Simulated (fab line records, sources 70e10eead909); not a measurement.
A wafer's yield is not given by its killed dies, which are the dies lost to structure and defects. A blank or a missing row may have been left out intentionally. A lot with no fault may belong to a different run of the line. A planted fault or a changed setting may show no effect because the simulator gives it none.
Matching of chambers :: flow nand-harc :: rie-diel-04 running NHARC_P_M0_DESCUM_14: 4 sister chambers
The step chemistry O2, time 3 s. 18 wafers are shown with their chamber, then 9 later ones without.

## WAFERS, EACH WITH ITS CHAMBER
wafer: L074.2
chamber: 3
drypump-motor-current-A (A): 6.5
showerhead-plenum-p-Torr (Torr): 1.79
rf-vpp-V (V): 56.1

wafer: L074.5
chamber: 0
drypump-motor-current-A (A): 5.5
showerhead-plenum-p-Torr (Torr): 1.91
rf-vpp-V (V): 57.5

wafer: L074.6
chamber: 2
drypump-motor-current-A (A): 5.2
showerhead-plenum-p-Torr (Torr): 1.98
rf-vpp-V (V): 56.3

wafer: L081.1
chamber: 2
drypump-motor-current-A (A): 5.3
showerhead-plenum-p-Torr (Torr): 1.97
rf-vpp-V (V): 58.6

wafer: L081.4
chamber: 1
drypump-motor-current-A (A): 5.6
showerhead-plenum-p-Torr (Torr): 1.89
rf-vpp-V (V): 57.9

wafer: L081.5
chamber: 3
drypump-motor-current-A (A): 6.6
showerhead-plenum-p-Torr (Torr): 1.79
rf-vpp-V (V): 57.6

wafer: L088.1
chamber: 3
drypump-motor-current-A (A): 6.5
showerhead-plenum-p-Torr (Torr): 1.78
rf-vpp-V (V): 57.5

wafer: L088.2
chamber: 1
drypump-motor-current-A (A): 5.6
showerhead-plenum-p-Torr (Torr): 1.88
rf-vpp-V (V): 57.2

wafer: L088.4
chamber: 0
drypump-motor-current-A (A): 5.5
showerhead-plenum-p-Torr (Torr): 1.89
rf-vpp-V (V): 57.6

wafer: L091.1
chamber: 3
drypump-motor-current-A (A): 6.6
showerhead-plenum-p-Torr (Torr): 1.78
rf-vpp-V (V): 56.9

wafer: L091.4
chamber: 1
drypump-motor-current-A (A): 5.6
showerhead-plenum-p-Torr (Torr): 1.87
rf-vpp-V (V): 58.4

wafer: L091.5
chamber: 2
drypump-motor-current-A (A): 5.2
showerhead-plenum-p-Torr (Torr): 1.96
rf-vpp-V (V): 57.2

wafer: L093.3
chamber: 1
drypump-motor-current-A (A): 5.6
showerhead-plenum-p-Torr (Torr): 1.87
rf-vpp-V (V): 59.1

wafer: L093.5
chamber: 1
drypump-motor-current-A (A): 5.6
showerhead-plenum-p-Torr (Torr): 1.87
rf-vpp-V (V): 58.4

wafer: L093.6
chamber: 0
drypump-motor-current-A (A): 5.5
showerhead-plenum-p-Torr (Torr): 1.89
rf-vpp-V (V): 57.9

wafer: L094.2
chamber: 1
drypump-motor-current-A (A): 5.6
showerhead-plenum-p-Torr (Torr): 1.87
rf-vpp-V (V): 57.2

wafer: L094.4
chamber: 2
drypump-motor-current-A (A): 5.2
showerhead-plenum-p-Torr (Torr): 1.96
rf-vpp-V (V): 56.9

wafer: L094.5
chamber: 3
drypump-motor-current-A (A): 6.6
showerhead-plenum-p-Torr (Torr): 1.78
rf-vpp-V (V): 57.7

SIGNATURES (means of the wafers above)
reading: drypump-motor-current-A
chamber 0: 5.500
chamber 1: 5.600
chamber 2: 5.225
chamber 3: 6.560
scatter within a chamber: 0.0373

reading: showerhead-plenum-p-Torr
chamber 0: 1.8967
chamber 1: 1.8750
chamber 2: 1.9675
chamber 3: 1.7840
scatter within a chamber: 0.0085

reading: rf-vpp-V
chamber 0: 57.667
chamber 1: 58.033
chamber 2: 57.250
chamber 3: 57.160
scatter within a chamber: 0.734
Rule: a wafer's distance from a chamber is the root of the sum, over the readings, of the square of ((its reading less the chamber's mean) divided by the reading's scatter). The wafer belongs to the nearest chamber; if the next one is less than 2 further off, it can't be placed. How the scatter is found: for the shown wafers, subtract from each reading the mean of its chamber, square and add these, divide the total by (wafers less chambers), then take the root.

## WAFERS WITHOUT THEIR CHAMBER
wafer: L096.1
drypump-motor-current-A (A): 5.2
showerhead-plenum-p-Torr (Torr): 1.95
rf-vpp-V (V): 59.0

wafer: L096.2
drypump-motor-current-A (A): 5.6
showerhead-plenum-p-Torr (Torr): 1.87
rf-vpp-V (V): 58.1

wafer: L096.3
drypump-motor-current-A (A): 5.4
showerhead-plenum-p-Torr (Torr): 1.88
rf-vpp-V (V): 57.2

wafer: L096.4
drypump-motor-current-A (A): 6.5
showerhead-plenum-p-Torr (Torr): 1.77
rf-vpp-V (V): 58.3

wafer: L096.5
drypump-motor-current-A (A): 5.6
showerhead-plenum-p-Torr (Torr): 1.87
rf-vpp-V (V): 56.7

wafer: L096.6
drypump-motor-current-A (A): 5.5
showerhead-plenum-p-Torr (Torr): 1.88
rf-vpp-V (V): 56.1

wafer: L097.2
drypump-motor-current-A (A): 5.5
showerhead-plenum-p-Torr (Torr): 1.88
rf-vpp-V (V): 57.1

wafer: L097.3
drypump-motor-current-A (A): 5.2
showerhead-plenum-p-Torr (Torr): 1.95
rf-vpp-V (V): 58.2

wafer: L097.4
drypump-motor-current-A (A): 6.6
showerhead-plenum-p-Torr (Torr): 1.77
rf-vpp-V (V): 56.6

## WHICH CHAMBER EACH ONE RAN IN
wafer: L096.1
from the rows above: 2
in truth: 2

wafer: L096.2
from the rows above: 1
in truth: 1

wafer: L096.3
from the rows above: 0
in truth: 0

wafer: L096.4
from the rows above: 3
in truth: 3

wafer: L096.5
from the rows above: 1
in truth: 1

wafer: L096.6
from the rows above: can't be placed: 0 or 1
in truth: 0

wafer: L097.2
from the rows above: can't be placed: 0 or 1
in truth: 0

wafer: L097.3
from the rows above: 2
in truth: 2

wafer: L097.4
from the rows above: 3
in truth: 3
7 of 9 placed correctly. Not placeable from these rows: 2 (in 2, the candidates include the true chamber). 0 placed wrongly.
